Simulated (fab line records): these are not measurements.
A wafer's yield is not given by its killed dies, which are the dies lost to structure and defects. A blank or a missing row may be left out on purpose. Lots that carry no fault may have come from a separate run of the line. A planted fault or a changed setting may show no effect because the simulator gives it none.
fab line records | flow n5Finfet
record lots=10 | wafers=30 | lastDay=17
route steps=1938 shown BEOL_M3@941 BEOL_M4@1111
lots that met no fault: from a run of the same line without faults
startH: hours from the record's first day to the start of the lot's first wafer shown | waitH: hours elapsed since this lot's preceding step | " the same as in the row above | L1.1+2: several wafers, shown together as one row | - no value present, or no start provided | * or withheld: withheld | < > ~ a bound
route shown NAME@n: names a module that has steps shown in the file, with the first one's number in the route | usual: mean and standard deviation over wafers with no fault | same: alike in all rows | chamber/n: place in a boat | sites: each site's reading | _std_site: their standard deviation | _edge_site: inner sites' mean taken away from outer sites' mean | radiusMm: how far each site lies from the wafer's centre | mask NAME#n: copy n | behind: tool/chamber where the wafer was last shaped | hold: the reason the lot was held/the length of the hold in hours/how it ended | device: which transistor (n, p or np) failed to switch | end of line: tests run on the same wafers once the route is complete | a step given without rows: its recipe and nothing more | killed: at the first sort, the dies lost to defects and structure; wafer yield is something else | map: dies across one wafer; x = killed, . = not, _ = none there
set.NAME: the setting that was run; set.NAME@STEP: the one run at that earlier step | model.NAME: the simulator's own value behind a step, which no gauge read
route steps across a sampled set of lots; one table per step, one row per wafer
services: when a tool's chamber went out of use (startH, in hours from the record's first day, below 0 if earlier), for how many hours, and the reason
## steps
# step N5_BEOL_M3_EXPOSE_08
# recipe maskId=M3 | na=0.33 | sourceShape=dipole | sigmaInner=0.369 | sigmaOuter=0.767 | polarization=unpolarized | doseMj=33
# same dipoleOpeningDeg=79.7
lot.wafer  | tool          | chamber | startH | waitH | mask
L182.1+2+3 | euvScanner-02 | 0       | 160.96 | -     | M3#0
L183.1+5+6 | euvScanner-01 | 0       | 164.40 | -     | M3#0
L185.1+5+6 | euvScanner-01 | 0       | 168.42 | -     | M3#0
L189.1+4+6 | euvScanner-02 | 0       | 192.46 | -     | M3#0
L191.2+5+6 | euvScanner-02 | 0       | 199.55 | -     | M3#0
L192.1+4+5 | euvScanner-01 | 0       | 228.90 | -     | M3#0
L196.1+2+6 | euvScanner-01 | 0       | 243.57 | -     | M3#0
L200.1+2+3 | euvScanner-01 | 0       | 257.61 | -     | M3#0
L199.1+4+6 | euvScanner-01 | 0       | 261.82 | -     | M3#0
L202.1+4+6 | euvScanner-01 | 0       | 268.17 | -     | M3#0
# step N5_BEOL_M3_CD_MEAS_11
# recipe targetCdNm=17.05 | landingEnergyEv=500 | detector=seInlens | polarity=opening
# usual cdNm=17.05/0.24
lot.wafer | tool     | chamber | startH | waitH | cdNm
L182.1    | cdSem-03 | 0       | 161.09 | -     | 16.76
L182.2    | "        | 0       | "      | "     | 16.77
L182.3    | "        | 0       | "      | "     | 17.13
L183.1    | cdSem-02 | 0       | 164.53 | -     | 16.96
L183.5    | "        | 0       | "      | "     | 16.77
L183.6    | "        | 0       | "      | "     | 17.14
L185.1    | cdSem-02 | 0       | 168.55 | -     | 17.20
L185.5    | "        | 0       | "      | "     | 17.24
L185.6    | "        | 0       | "      | "     | 17.20
L189.1    | cdSem-02 | 0       | 192.59 | -     | 17.16
L189.4    | "        | 0       | "      | "     | 17.35
L189.6    | "        | 0       | "      | "     | 17.10
L191.2    | cdSem-02 | 0       | 199.67 | -     | 17.29
L191.5    | "        | 0       | "      | "     | 17.16
L191.6    | "        | 0       | "      | "     | 16.82
L192.1    | cdSem-02 | 0       | 229.03 | -     | 16.30
L192.4    | "        | 0       | "      | "     | 17.25
L192.5    | "        | 0       | "      | "     | 16.96
L196.1    | cdSem-02 | 0       | 243.70 | -     | 17.28
L196.2    | "        | 0       | "      | "     | 17.36
L196.6    | "        | 0       | "      | "     | 16.94
L200.1    | cdSem-02 | 0       | 257.74 | -     | 16.74
L200.2    | "        | 0       | "      | "     | 16.81
L200.3    | "        | 0       | "      | "     | 17.02
L199.1    | cdSem-03 | 0       | 261.94 | -     | 17.00
L199.4    | "        | 0       | "      | "     | 17.16
L199.6    | "        | 0       | "      | "     | 17.10
L202.1    | cdSem-03 | 0       | 268.29 | -     | 17.49
L202.4    | "        | 0       | "      | "     | 16.97
L202.6    | "        | 0       | "      | "     | 17.11
# step N5_BEOL_M3_OVL_MEAS_12
# recipe pointsPerWafer=522
# usual M3_OVL=-0.5/0.63
lot.wafer | tool       | chamber | startH | waitH | M3_OVL[nm]
L182.1    | overlay-02 | 0       | 161.12 | 0.0   | -0.3
L182.2    | "          | 0       | "      | "     | -1.2
L182.3    | "          | 0       | "      | "     | -0.4
L183.1    | overlay-02 | 0       | 164.56 | 0.0   | -0.3
L183.5    | "          | 0       | "      | "     | -0.7
L183.6    | "          | 0       | "      | "     | 0.5
L185.1    | overlay-01 | 0       | 168.58 | 0.0   | -0.8
L185.5    | "          | 0       | "      | "     | 0.0
L185.6    | "          | 0       | "      | "     | 0.1
L189.1    | overlay-02 | 0       | 192.62 | 0.0   | 5.6
L189.4    | "          | 0       | "      | "     | 6.2
L189.6    | "          | 0       | "      | "     | 5.1
L191.2    | overlay-01 | 0       | 199.71 | 0.0   | 4.6
L191.5    | "          | 0       | "      | "     | 5.1
L191.6    | "          | 0       | "      | "     | 5.0
L192.1    | overlay-02 | 0       | 229.06 | 0.0   | -0.6
L192.4    | "          | 0       | "      | "     | -0.1
L192.5    | "          | 0       | "      | "     | 0.2
L196.1    | overlay-02 | 0       | 243.73 | 0.0   | -0.4
L196.2    | "          | 0       | "      | "     | -0.1
L196.6    | "          | 0       | "      | "     | -1.1
L200.1    | overlay-01 | 0       | 257.77 | 0.0   | 0.5
L200.2    | "          | 0       | "      | "     | -0.5
L200.3    | "          | 0       | "      | "     | -0.8
L199.1    | overlay-01 | 0       | 261.97 | 0.0   | 0.0
L199.4    | "          | 0       | "      | "     | -0.3
L199.6    | "          | 0       | "      | "     | -0.1
L202.1    | overlay-02 | 0       | 268.32 | 0.0   | 0.1
L202.4    | "          | 0       | "      | "     | -0.3
L202.6    | "          | 0       | "      | "     | -0.6
# step N5_BEOL_M3_INSPECT_13
# recipe mode=adi | inspectInstrument=brightfield
# usual rawDefectCount=386/79
lot.wafer | tool             | chamber | startH | waitH | rawDefectCount
L182.1    | defectInspect-01 | -       | 161.18 | 0.1   | 587
L182.2    | "                | -       | "      | "     | 424
L182.3    | "                | -       | "      | "     | 521
L183.1    | defectInspect-01 | -       | 164.62 | 0.1   | 406
L183.5    | "                | -       | "      | "     | 425
L183.6    | "                | -       | "      | "     | 383
L185.1    | defectInspect-01 | -       | 168.64 | 0.1   | 275
L185.5    | "                | -       | "      | "     | 250
L185.6    | "                | -       | "      | "     | 308
L189.1    | defectInspect-02 | -       | 192.68 | 0.1   | 465
L189.4    | "                | -       | "      | "     | 493
L189.6    | "                | -       | "      | "     | 533
L191.2    | defectInspect-02 | -       | 199.76 | 0.0   | 286
L191.5    | "                | -       | "      | "     | 381
L191.6    | "                | -       | "      | "     | 479
L192.1    | defectInspect-02 | -       | 229.12 | 0.1   | 474
L192.4    | "                | -       | "      | "     | 300
L192.5    | "                | -       | "      | "     | 364
L196.1    | defectInspect-01 | -       | 243.79 | 0.1   | 503
L196.2    | "                | -       | "      | "     | 441
L196.6    | "                | -       | "      | "     | 409
L200.1    | defectInspect-01 | -       | 257.83 | 0.1   | 592
L200.2    | "                | -       | "      | "     | 553
L200.3    | "                | -       | "      | "     | 451
L199.1    | defectInspect-02 | -       | 262.04 | 0.1   | 433
L199.4    | "                | -       | "      | "     | 360
L199.6    | "                | -       | "      | "     | 367
L202.1    | defectInspect-01 | -       | 268.38 | 0.1   | 455
L202.4    | "                | -       | "      | "     | 379
L202.6    | "                | -       | "      | "     | 378
# step N5_BEOL_M3_HM_OPEN_17
# recipe chemistry=Cl2/BCl3 | targetDepthA=200 | overetchA=60 | target=TiN | maskMaterial=SOC | ionEnergyEv=150 | pressureMtorr=10 | icpW=1000 | biasW=126 | Cl2_flow_sccm=53.25 | bcl3FlowSccm=21.75 | Ar_flow_sccm=25
# usual chamberPressureMTorr=10.001/0.0093 | drypumpMotorCurrentA=5.8/0.37 | oesProductAu=0.69/0.1 | rfFwdPowerW=991.9/2.9 | throttleValvePct=22.19/0.16
lot.wafer | tool        | chamber | startH | waitH | chamberPressureMTorr | drypumpMotorCurrentA | oesProductAu | rfFwdPowerW | rfHoursCounterH | throttleValvePct
L182.1    | rieMetal-01 | 1       | 161.63 | 0.0   | 10.012               | 6.2                  | 0.55         | 992.9       | 103             | 22.06
L182.2    | "           | 0       | "      | "     | 9.997                | 6.1                  | 0.82         | 993.1       | 2               | 21.96
L182.3    | "           | 1       | "      | "     | 10.019               | 6.2                  | 0.55         | 993.4       | -               | 22.07
L183.1    | rieMetal-01 | 1       | 164.91 | 0.0   | 10.022               | 6.2                  | 0.55         | 995.9       | 103             | 22.08
L183.5    | "           | 1       | "      | "     | 9.988                | 6.3                  | 0.55         | 997.0       | -               | 22.08
L183.6    | "           | 0       | "      | "     | 10.010               | 6.1                  | 0.80         | 989.9       | -               | 21.98
L185.1    | rieMetal-02 | 0       | 168.92 | 0.0   | 9.997                | 5.3                  | 0.63         | 987.3       | 47              | 22.40
L185.5    | "           | 1       | "      | "     | 10.005               | 5.7                  | 0.86         | 995.4       | -               | 22.14
L185.6    | "           | 0       | "      | "     | 9.995                | 5.3                  | 0.64         | 992.4       | -               | 22.41
L189.1    | rieMetal-01 | 0       | 193.25 | 0.0   | 10.001               | 6.1                  | 0.79         | 991.7       | 4               | 21.98
L189.4    | "           | 1       | "      | "     | 10.010               | 6.2                  | 0.54         | 992.5       | -               | 22.08
L189.6    | "           | 1       | "      | "     | 10.004               | 6.2                  | 0.54         | 988.4       | -               | 22.08
L191.2    | rieMetal-02 | 1       | 200.15 | 0.0   | 10.013               | 5.7                  | 0.84         | 992.1       | 3               | 22.14
L191.5    | "           | 1       | "      | "     | 9.991                | 5.7                  | 0.83         | 990.8       | -               | 22.15
L191.6    | "           | 0       | "      | "     | 9.993                | 5.3                  | 0.63         | 993.0       | -               | 22.41
L192.1    | rieMetal-02 | 0       | 229.56 | 0.0   | 10.005               | 5.3                  | 0.62         | 995.9       | 52              | 22.43
L192.4    | "           | 0       | "      | "     | 10.006               | 5.3                  | 0.63         | 995.3       | -               | 22.43
L192.5    | "           | 0       | "      | "     | 9.998                | 5.3                  | 0.63         | 990.7       | -               | 22.40
L196.1    | rieMetal-02 | 1       | 244.18 | 0.0   | 9.998                | 5.7                  | 0.78         | 992.5       | 8               | 22.15
L196.2    | "           | 0       | "      | "     | 9.996                | 5.3                  | 0.62         | 992.1       | 54              | 22.42
L196.6    | "           | 0       | "      | "     | 10.007               | 5.3                  | 0.62         | 990.9       | -               | 22.41
L200.1    | rieMetal-03 | 0       | 258.15 | 0.0   | 10.009               | 5.5                  | 0.64         | 995.0       | 60              | 22.33
L200.2    | "           | 1       | "      | "     | 10.003               | 5.6                  | 0.74         | 988.7       | 11              | 22.06
L200.3    | "           | 1       | "      | "     | 10.001               | 5.6                  | 0.74         | 990.4       | -               | 22.04
L199.1    | rieMetal-01 | 0       | 262.33 | 0.0   | 10.015               | 6.1                  | 0.74         | 989.5       | 13              | 21.99
L199.4    | "           | 1       | "      | "     | 10.006               | 6.3                  | 0.53         | 995.6       | -               | 22.11
L199.6    | "           | 1       | "      | "     | 10.017               | 6.3                  | 0.53         | 992.8       | -               | 22.10
L202.1    | rieMetal-02 | 1       | 268.66 | 0.0   | 10.001               | 5.7                  | 0.77         | 985.8       | 10              | 22.15
L202.4    | "           | 0       | "      | "     | 10.006               | 5.3                  | 0.61         | 993.3       | -               | 22.42
L202.6    | "           | 0       | "      | "     | 10.009               | 5.3                  | 0.62         | 985.7       | -               | 22.41
# step N5_BEOL_M4_RC_MEAS_101
# usual DIBL_N=36.3/1.6 | DIBL_P=36.5/1.6 | IOFF_N=0.163/0.026 | IOFF_P=0.22/0.033 | ION_N=676/9.9 | ION_P=464/6.5 | SS_N=71.5/0.5 | SS_P=73.3/0.64 | VT_N=249.3/2.9 | VT_P=-250/3.2
lot.wafer | tool      | chamber | startH | waitH | DIBL_N[mV/V] | DIBL_P[mV/V] | IOFF_N[nA/um] | IOFF_P[nA/um] | ION_N[uA/um] | ION_P[uA/um] | SS_N[mV/dec] | SS_P[mV/dec] | VT_N[mV] | VT_P[mV]
L182.1    | prober-02 | 0       | 178.34 | 0.0   | 32.9         | 32.6         | 0.114         | 0.14          | 671          | 458          | 70.9         | 72.6         | 255.4    | -259
L182.2    | "         | 0       | "      | "     | 35.1         | 35.7         | 0.150         | 0.19          | 669          | 462          | 71.1         | 74.1         | 249.7    | -252
L182.3    | "         | 0       | "      | "     | 33.6         | 34.0         | 0.129         | 0.16          | 661          | 452          | 71.8         | 72.5         | 252.2    | -254
L183.1    | prober-01 | 0       | 193.13 | 0.0   | 37.5         | 36.8         | 0.167         | 0.23          | 666          | 457          | 71.6         | 74.2         | 248.8    | -249
L183.5    | "         | 0       | "      | "     | 38.1         | 38.0         | 0.175         | 0.25          | 671          | 462          | 71.3         | 73.7         | 248.0    | -244
L183.6    | "         | 0       | "      | "     | 38.2         | 38.0         | 0.187         | 0.26          | 680          | 468          | 72.5         | 74.3         | 248.9    | -246
L185.1    | prober-01 | 0       | 200.16 | 0.0   | 34.8         | 36.6         | 0.169         | 0.20          | 691          | 466          | 71.5         | 73.7         | 249.6    | -250
L185.5    | "         | 0       | "      | "     | 33.5         | 34.8         | 0.140         | 0.17          | 672          | 467          | 71.0         | 72.9         | 250.4    | -251
L185.6    | "         | 0       | "      | "     | 34.9         | 36.3         | 0.165         | 0.20          | 692          | 471          | 70.9         | 74.6         | 247.7    | -251
L189.1    | prober-01 | 0       | 224.87 | 0.3   | 39.4         | 38.9         | 0.212         | 0.32          | 686          | 472          | 71.8         | 74.2         | 244.7    | -242
L189.4    | "         | 0       | "      | "     | 35.7         | 35.8         | 0.142         | 0.25          | 662          | 470          | 70.8         | 73.1         | 251.3    | -244
L189.6    | "         | 0       | "      | "     | 37.3         | 36.8         | 0.167         | 0.27          | 666          | 473          | 72.1         | 73.3         | 248.1    | -246
L191.2    | prober-02 | 0       | 234.80 | 0.2   | 38.9         | 37.9         | 0.218         | 0.28          | 683          | 474          | 72.0         | 73.7         | 246.9    | -247
L191.5    | "         | 0       | "      | "     | 39.4         | 38.2         | 0.235         | 0.28          | 689          | 469          | 72.1         | 74.2         | 242.8    | -246
L191.6    | "         | 0       | "      | "     | 39.1         | 37.9         | 0.222         | 0.28          | 696          | 473          | 72.5         | 73.8         | 244.2    | -245
L192.1    | prober-02 | 0       | 254.38 | 0.0   | 35.7         | 36.2         | 0.166         | 0.22          | 674          | 464          | 71.5         | 73.8         | 249.9    | -248
L192.4    | "         | 0       | "      | "     | 36.0         | 36.5         | 0.165         | 0.22          | 677          | 463          | 70.5         | 73.2         | 250.0    | -248
L192.5    | "         | 0       | "      | "     | 35.3         | 35.6         | 0.152         | 0.21          | 667          | 458          | 71.2         | 73.4         | 250.9    | -249
L196.1    | prober-02 | 0       | 270.75 | 0.0   | 37.3         | 36.9         | 0.188         | 0.22          | 682          | 458          | 72.1         | 73.1         | 246.8    | -248
L196.2    | "         | 0       | "      | "     | 36.9         | 36.7         | 0.187         | 0.22          | 675          | 459          | 72.5         | 73.4         | 244.9    | -250
L196.6    | "         | 0       | "      | "     | 36.6         | 36.5         | 0.175         | 0.21          | 680          | 461          | 72.1         | 72.7         | 248.3    | -249
L200.1    | prober-01 | 0       | 282.61 | 0.0   | 37.5         | 35.8         | 0.166         | 0.21          | 678          | 463          | 71.2         | 73.0         | 249.6    | -249
L200.2    | "         | 0       | "      | "     | 35.4         | 34.7         | 0.140         | 0.20          | 668          | 462          | 71.3         | 72.8         | 248.2    | -251
L200.3    | "         | 0       | "      | "     | 36.4         | 35.1         | 0.143         | 0.20          | 668          | 460          | 71.1         | 72.6         | 247.9    | -252
L199.1    | prober-01 | 0       | 287.24 | 0.0   | 41.2         | 40.7         | 0.249         | 0.29          | 683          | 464          | 72.4         | 75.1         | 244.6    | -246
L199.4    | "         | 0       | "      | "     | 38.5         | 38.3         | 0.185         | 0.24          | 671          | 459          | 72.3         | 73.9         | 248.4    | -248
L199.6    | "         | 0       | "      | "     | 39.1         | 39.0         | 0.202         | 0.26          | 689          | 474          | 71.2         | 73.4         | 243.9    | -248
L202.1    | prober-01 | 0       | 304.18 | 0.0   | 38.4         | 42.3         | 0.213         | 0.29          | 685          | 470          | 72.8         | 74.2         | 246.6    | -245
L202.4    | "         | 0       | "      | "     | 35.0         | 37.9         | 0.145         | 0.21          | 680          | 470          | 70.8         | 72.1         | 248.1    | -250
L202.6    | "         | 0       | "      | "     | 35.9         | 38.6         | 0.164         | 0.23          | 682          | 471          | 71.5         | 72.9         | 250.8    | -249
## services
tool          | chamber | startH | hours | kind
euvScanner-01 | 0       | 143.28 | -     | calibration
rieMetal-02   | 1       | 145.23 | -     | clean
rieMetal-02   | 1       | 145.23 | 16.0  | scheduledDown
rieMetal-02   | 1       | 145.23 | 16.0  | ventCycle
euvScanner-02 | -       | 148.22 | 1.0   | pm
euvScanner-01 | -       | 153.07 | 1.0   | pm
euvScanner-01 | -       | 157.39 | 1.9   | repair
euvScanner-02 | -       | 181.00 | 4.6   | pm
euvScanner-02 | -       | 204.37 | 1.0   | pm
euvScanner-01 | -       | 209.24 | 1.0   | pm
rieMetal-02   | -       | 224.83 | 1.2   | repair
rieMetal-03   | -       | 225.57 | 28.1  | pm
rieMetal-02   | -       | 239.47 | 1.7   | repair
euvScanner-02 | 0       | 243.76 | -     | calibration
euvScanner-02 | -       | 260.52 | 1.0   | pm
euvScanner-01 | -       | 265.37 | 1.0   | pm
## key
firstSign step=N5_BEOL_M3_OVL_MEAS_12 | reading=M3_OVL | direction=up | sigmas=9.2 | usual=-0.5 | struck=5.3
effect none on later readings
metAt N5_BEOL_M3_EXPOSE_08
struckLots L189,L191
notActingAt N5_BEOL_M3_CD_MEAS_11,N5_BEOL_M3_INSPECT_13,N5_BEOL_M3_HM_OPEN_17
onsetBetween 160.96 192.46
fault kind=scannerMatchingOverlay | tool=euvScanner-02 | chamber=- | onsetH=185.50 | steps=N5_BEOL_M3_EXPOSE_08 | offset=4.901
